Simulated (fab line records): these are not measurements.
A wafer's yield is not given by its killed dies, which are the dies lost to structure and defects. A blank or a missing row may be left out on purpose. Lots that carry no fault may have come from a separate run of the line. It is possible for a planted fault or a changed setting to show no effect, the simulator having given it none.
Matching of chambers | flow nand harc | NHARC_A_STAIRCASE_DEP_322 on pecvd-04: 3 sister chambers
The step deposits SiO2, target thk 3800 nm. 6 wafers are shown with their chamber, then 8 later ones without.

## WAFERS, EACH WITH ITS CHAMBER
wafer  | chamber | mfc precursor sccm (sccm) | heater power outer w (W)
L080.4 | 2       | 198.9                     | 376
L083.1 | 2       | 200.0                     | 427
L083.2 | 0       | 199.8                     | 388
L081.2 | 0       | 201.4                     | 416
L081.5 | 1       | 200.5                     | 410
L086.1 | 1       | 199.4                     | 538

## WAFERS WITH NO CHAMBER GIVEN
wafer  | mfc precursor sccm (sccm) | heater power outer w (W)
L086.3 | 199.6                     | 457
L086.6 | 200.1                     | 404
L092.1 | 201.1                     | 409
L092.3 | 199.9                     | 518
L092.5 | 200.7                     | 420
L094.2 | 199.7                     | 339
L094.3 | 199.7                     | 543
L094.4 | 200.3                     | 411

## WHICH CHAMBER EACH WENT THROUGH
wafer  | from the rows above          | in truth
L086.3 | can't be placed: 1 or 2 or 0 | 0
L086.6 | can't be placed: 0 or 2 or 1 | 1
L092.1 | can't be placed: 0 or 1 or 2 | 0
L092.3 | can't be placed: 1 or 2 or 0 | 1
L092.5 | can't be placed: 0 or 1 or 2 | 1
L094.2 | can't be placed: 2 or 0 or 1 | 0
L094.3 | can't be placed: 1 or 2 or 0 | 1
L094.4 | can't be placed: 0 or 2 or 1 | 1
Correct placement for 0 of the 8. Unplaceable from these rows: 8, with the true chamber sitting among the candidates in 8. Number placed wrongly: 0.
How it was worked out, from the rows above alone: a wafer's distance from a chamber is the root of the sum, over the readings, of the square of ((its reading less the chamber's mean) divided by the reading's scatter). The wafer belongs to the nearest chamber; if the next one is less than 2 further off, it can't be placed. The mean given for a chamber averages the wafers shown for that chamber. How the scatter is found: for the shown wafers, subtract from each reading the mean of its chamber, square and add these, divide the total by (wafers less chambers), then take the root.
